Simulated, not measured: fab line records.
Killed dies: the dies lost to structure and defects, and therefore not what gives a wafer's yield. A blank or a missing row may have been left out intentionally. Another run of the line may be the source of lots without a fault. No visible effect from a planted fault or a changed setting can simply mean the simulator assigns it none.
Split-lot trial -- flow n5 finfet -- 39 wafers read from 7 lots, route of 1938 steps

ON THE SPLIT
At N5_SD_EPI_N_LINER_46 (material SiNx, target thk 3 nm), the setting target thk a was moved away from the recipe's 30 angstrom on 15 of the 39 wafers read, by -11.8% to +14.7%. The other wafers ran this setting at the recipe's value.

The reading is taken at the split's own step.

THE READING
SiNx_of_SD_EPI_N_LINER_46.thk nm (the simulator's own value, which no gauge read), in nm, at N5_SD_EPI_N_LINER_46 (material SiNx, target thk 3 nm). The file gives no usual value for it.

wafer,"tool, chamber at the split","target thk a as run, angstrom",against the recipe,"SiNx_of_SD_EPI_N_LINER_46.thk nm, nm",against lot-mates on the recipe
L078.1,"ald sin-04, 1,2,0",30,recipe,3,-
L078.3,"ald sin-04, 1,2,0",30,recipe,3,-
L078.4,"ald sin-04, 1,2,0",30,recipe,3,-
L079.1,"ald sin-02, 2,3,3",30,recipe,3,-
L079.2,"ald sin-02, 2,3,3",30,recipe,3,-
L079.6,"ald sin-02, 2,3,3",30,recipe,3,-
L079.3,"ald sin-02, 1,0,0",31.41,+4.7%,3.2,+0.2
L079.4,"ald sin-02, 1,0,0",31.41,+4.7%,3.2,+0.2
L079.5,"ald sin-02, 1,0,0",31.41,+4.7%,3.2,+0.2
L082.1,"ald sin-04, 1,0,1",27.01,-10.0%,2.8,-0.2
L082.2,"ald sin-04, 1,0,1",27.01,-10.0%,2.8,-0.2
L082.5,"ald sin-04, 1,0,1",27.01,-10.0%,2.8,-0.2
L082.3,"ald sin-04, 2,3,2",30,recipe,3,-
L082.4,"ald sin-04, 2,3,2",30,recipe,3,-
L082.6,"ald sin-04, 2,3,2",30,recipe,3,-
L088.1,"ald sin-03, 2,1,0",31.23,+4.1%,3.2,+0.2
L088.2,"ald sin-03, 2,1,0",31.23,+4.1%,3.2,+0.2
L088.3,"ald sin-03, 2,1,0",31.23,+4.1%,3.2,+0.2
L088.4,"ald sin-03, 3,3,2",30,recipe,3,-
L088.5,"ald sin-03, 3,3,2",30,recipe,3,-
L088.6,"ald sin-03, 3,3,2",30,recipe,3,-
L092.1,"ald sin-03, 1,0,0",26.45,-11.8%,2.6,-0.4
L092.2,"ald sin-03, 1,0,0",26.45,-11.8%,2.6,-0.4
L092.5,"ald sin-03, 1,0,0",26.45,-11.8%,2.6,-0.4
L092.3,"ald sin-03, 2,3,3",30,recipe,3,-
L092.4,"ald sin-03, 2,3,3",30,recipe,3,-
L092.6,"ald sin-03, 2,3,3",30,recipe,3,-
L094.1,"ald sin-03, 2,0,1",30,recipe,3,-
L094.3,"ald sin-03, 2,0,1",30,recipe,3,-
L094.4,"ald sin-03, 2,0,1",30,recipe,3,-
L094.2,"ald sin-03, 3,0,1",34.4,+14.7%,3.4,+0.4
L094.5,"ald sin-03, 3,0,1",34.4,+14.7%,3.4,+0.4
L094.6,"ald sin-03, 3,0,1",34.4,+14.7%,3.4,+0.4
L095.1,"ald sin-04, 0,3,1,2,3,0",30,recipe,3,-
L095.2,"ald sin-04, 0,3,1,2,3,0",30,recipe,3,-
L095.3,"ald sin-04, 0,3,1,2,3,0",30,recipe,3,-
L095.4,"ald sin-04, 0,3,1,2,3,0",30,recipe,3,-
L095.5,"ald sin-04, 0,3,1,2,3,0",30,recipe,3,-
L095.6,"ald sin-04, 0,3,1,2,3,0",30,recipe,3,-
When a row names more than one chamber, that row covers several wafers, and the file does not tell which wafer ran in which chamber.

THE FIT
A straight line over all 39 wafers: SiNx_of_SD_EPI_N_LINER_46.thk nm changes by +0.0291 nm for each +1% of target thk a; r = +0.98; the points scatter about the line by 0.041 nm.
The same after taking each lot's own level away (the mean of its wafers on the recipe; 39 wafers): +0.0291 nm for each +1%; r = +0.98; scatter 0.041 nm.
On that fit, the largest move of target thk a shifts the reading by 0.43 nm.
The lots' own levels span 3.00 to 3.00 nm.
The two slopes are in agreement: the lot-to-lot level therefore moves the slope only a little.
Check: for one of the wafers moved furthest among these (+14.7%), held out of the fit, the line's prediction against its lot-mates is +0.445 nm. Against them it came out at +0.4 nm.

ADDITIONAL SPLITS CARRIED BY THESE WAFERS
Note: prior to the reading, these wafers also went through further splits. Each is held against what the fit with the lots' levels taken away leaves over:
other split on the same wafers,wafers away from the commonest value,r with SiNx_of_SD_EPI_N_LINER_46.thk nm (lot level and that fit taken away)
N5_WELL_APT_EXPOSE_05 dose mj,15,+0.18
N5_FIN_SAQP_HM_DEP_72 target thk a,15,+0.27

FILE'S OWN FIT
SiNx_of_SD_EPI_N_LINER_46.thk nm changes by +0.0291 nm for each +1% of target thk a, r = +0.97.
